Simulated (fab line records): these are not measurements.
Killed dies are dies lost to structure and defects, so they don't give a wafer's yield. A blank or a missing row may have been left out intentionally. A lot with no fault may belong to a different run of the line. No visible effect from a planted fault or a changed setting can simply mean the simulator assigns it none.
Matching of chambers -- flow nand harc -- NHARC_A_SGD_CUT_DEP_00 on pecvd-03 has 3 sister chambers
The step deposits SiNx, target thk 50 nm. 3 wafers are shown with their chamber, then 12 later ones without.

== WAFERS PAIRED WITH THEIR CHAMBERS ==
wafer,chamber,heater power w (W)
L086.2,1,639
L086.4,2,524
L086.5,0,686

== WAFERS WITHOUT THEIR CHAMBER ==
wafer,heater power w (W)
L088.1,445
L088.3,732
L088.4,751
L090.1,552
L090.3,566
L090.5,591
L091.4,727
L091.5,581
L091.6,556
L093.2,553
L093.5,668
L093.6,660

== THE CHAMBER EACH PASSED THROUGH ==
wafer,from the rows above,in truth
L088.1,2,2
L088.3,can't be placed: 0 or 1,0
L088.4,can't be placed: 0 or 1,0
L090.1,can't be placed: 2 or 1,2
L090.3,can't be placed: 2 or 1 or 0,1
L090.5,can't be placed: 1 or 2 or 0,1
L091.4,can't be placed: 0 or 1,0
L091.5,can't be placed: 2 or 1 or 0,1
L091.6,can't be placed: 2 or 1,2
L093.2,can't be placed: 2 or 1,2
L093.5,can't be placed: 0 or 1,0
L093.6,can't be placed: 1 or 0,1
Placed correctly: 1 of 12. These rows do not allow placing 11 (true chamber among the candidates in 11). Number placed wrongly: 0.
How it was worked out, from the rows above alone: a wafer's distance from a chamber is the root of the sum, over the readings, of the square of ((its reading less the chamber's mean) divided by the reading's scatter). If the next closest chamber is less than 2 further off than the closest, the wafer can't be placed; otherwise it belongs to the closest. For every chamber, the mean is computed from those of its wafers that are shown. The scatter: root of mean squared gap, hidden wafer to nearest shown wafer, with one shown wafer a chamber.
